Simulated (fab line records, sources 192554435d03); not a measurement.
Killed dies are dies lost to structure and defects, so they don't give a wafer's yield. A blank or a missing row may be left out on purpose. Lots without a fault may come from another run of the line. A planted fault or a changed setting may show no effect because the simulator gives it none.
A struck lot beside a sound one | flow n5_finfet | 16 steps out of a route of 1938
Sound: wafers L202.1, L202.3, L202.6. Struck: wafer L210.4. (L210.3 of the same lot was not struck and is left out.) The cause comes at the end.
At each step with rows: each side's tool, then ch and its chambers, then its first start. Under that, the readings that differ: sound wafers | struck wafers | difference of the means | sigmas: that difference in standard deviations of wafers without a fault.
alike: readings whose means differ by less than 2 such deviations, and words and numbers that are the same on both sides. not compared: withheld readings, readings that some wafer has no value for, bounds like >300 that may hide the same value, and numbers for which the record gives no deviation and whose values overlap.
The two part at a step that has a row with sigmas, a row that says differs or no value, or rows on one side only. Numbers that don't overlap but have no deviation are shown without sigmas and don't part them. A reading that every wafer of one side lacks parts them only if that side has two wafers or more.

first, 1 step without rows for these wafers: N5_MOL_CONTACT_COAG_DEVELOP_83 (develop time 30 s).
N5_MOL_CONTACT_COAG_CD_MEAS_84: target cd 25.1 nm.
  sound on cd_sem-03 ch 0, day 6 21:34; struck on cd_sem-01 ch 0, day 8 22:59
  alike: cd_nm
N5_MOL_CONTACT_COAG_OVL_MEAS_85:
  sound on overlay-02 ch 0, day 6 21:35; struck on overlay-01 ch 0, day 8 23:02
  alike: VG_OVL
N5_MOL_CONTACT_COAG_INSPECT_57: inspects for defects (brightfield).
  sound on defect_inspect-02, day 6 21:39; struck on defect_inspect-01, day 8 23:05
  alike: raw_defect_count
then, 1 step without rows for these wafers: N5_MOL_CONTACT_COAG_DESCUM_88 (chemistry O2, time 7 s).
N5_MOL_CONTACT_COAG_ETCH_89: etches underlayer in N2/H2, target depth 13 nm, time 10.4 s.
  sound on rie_diel-04 ch 1,2,3, day 6 21:43; struck on rie_diel-02 ch 3, day 8 23:11
  reading               | sound            | struck | difference | sigmas
  etch_rf_on_time_s (s) | 9.99 10.46 10.01 | 10.60  | +0.45      | +2
  alike: drypump_motor_current_A, oes_product_au, rf_vpp_V, showerhead_plenum_p_Torr, throttle_valve_pct
  not compared: rf_hours_counter_h
N5_MOL_CONTACT_COAG_ETCH_90: etches SiARC in CF4, target depth 13 nm, time 21.7 s.
  sound on rie_diel-04 ch 1,2,3, day 6 21:44; struck on rie_diel-02 ch 3, day 8 23:13
  alike: drypump_motor_current_A, etch_rf_on_time_s, oes_product_au, rf_vpp_V, showerhead_plenum_p_Torr, throttle_valve_pct
  not compared: rf_hours_counter_h
N5_MOL_CONTACT_COAG_ALD_131: deposits SiO2, target thk 5 nm, pulse time 1 s, co reactant pulse time 1 s.
  sound on ald_sin-04 ch 1,2,3, day 6 21:49; struck on ald_sin-04 ch 3, day 9 00:08
  reading              | sound             | struck | difference | sigmas
  susceptor_temp_C (C) | 99.92 99.88 99.92 | 100.19 | +0.28      | +2
  alike: heater_power_w, precursor_pulse_height_rel
N5_MOL_CONTACT_COAG_ETCHBACK_132: etches SiO2 in CHF3, target depth 10 nm, time 6.7 s.
  sound on rie_diel-02 ch 0,2, day 6 22:00; struck on rie_diel-02 ch 0, day 9 00:19
  alike: drypump_motor_current_A, oes_ar_750_au, oes_f_703_au, oes_product_au, rf_vpp_V, showerhead_plenum_p_Torr, throttle_valve_pct
  not compared: rf_hours_counter_h
N5_MOL_CONTACT_COAG_ETCH_91: etches SOC in N2/H2, target depth 60 nm, overetch 21 nm, time 101.2 s.
  sound on rie_diel-02 ch 0,2, day 6 22:02; struck on rie_diel-02 ch 0, day 9 00:22
  reading                     | sound       | struck | difference | sigmas
  drypump_motor_current_A (A) | 6.6 5.4 6.6 | 5.4    | -0.8       | -2
  alike: oes_product_au, rf_vpp_V, showerhead_plenum_p_Torr, throttle_valve_pct
  not compared: rf_hours_counter_h
then, 2 steps without rows for these wafers: N5_MOL_CONTACT_COAG_STRIP_92 (strips in N2/H2); N5_MOL_CONTACT_COAG_STRIP_93 (strips in N2/H2).
N5_MOL_CONTACT_COAG_ETCHBACK_135: etches SiO2 in CHF3, target depth 25 nm, time 16.7 s.
  sound on rie_diel-02 ch 0,2, day 6 22:07; struck on rie_diel-02 ch 0, day 9 00:27
  reading                     | sound          | struck | difference | sigmas
  drypump_motor_current_A (A) | 6.6 5.4 6.6    | 5.4    | -0.8       | -2
  run_length_s (s)            | 40.2 40.4 40.4 | 38.6   | -1.7       | -5
  alike: oes_ar_750_au, oes_f_703_au, oes_product_au, rf_vpp_V, showerhead_plenum_p_Torr, throttle_valve_pct
  not compared: rf_hours_counter_h
then, 1 step without rows for these wafers: N5_MOL_CONTACT_COAG_STRIP_118 (strips in CHF3).
-- the record jumps here: 4 days lie between the struck wafers' starts before and after (it left off in module MOL_CONTACT_COAG and takes up again in module BEOL_M4, whose first step shown is number 1111 of the route) --
N5_BEOL_M4_RC_MEAS_101:
  sound on prober-01 ch 0, day 9 17:04; struck on prober-02 ch 0, day 12 13:22
  alike: DIBL_N, DIBL_P, IOFF_N, IOFF_P, ION_N, ION_P, SS_N, SS_P, VT_N, VT_P
then, 1 step without rows for these wafers: N5_PASSIVATION_PROBE_49.

WHERE THEY PART
First at N5_MOL_CONTACT_COAG_ETCH_89; last, within this record, at N5_MOL_CONTACT_COAG_ETCHBACK_135. Later steps at which nothing parts them and some readings are alike: N5_BEOL_M4_RC_MEAS_101.

WHY: what the simulator had put in
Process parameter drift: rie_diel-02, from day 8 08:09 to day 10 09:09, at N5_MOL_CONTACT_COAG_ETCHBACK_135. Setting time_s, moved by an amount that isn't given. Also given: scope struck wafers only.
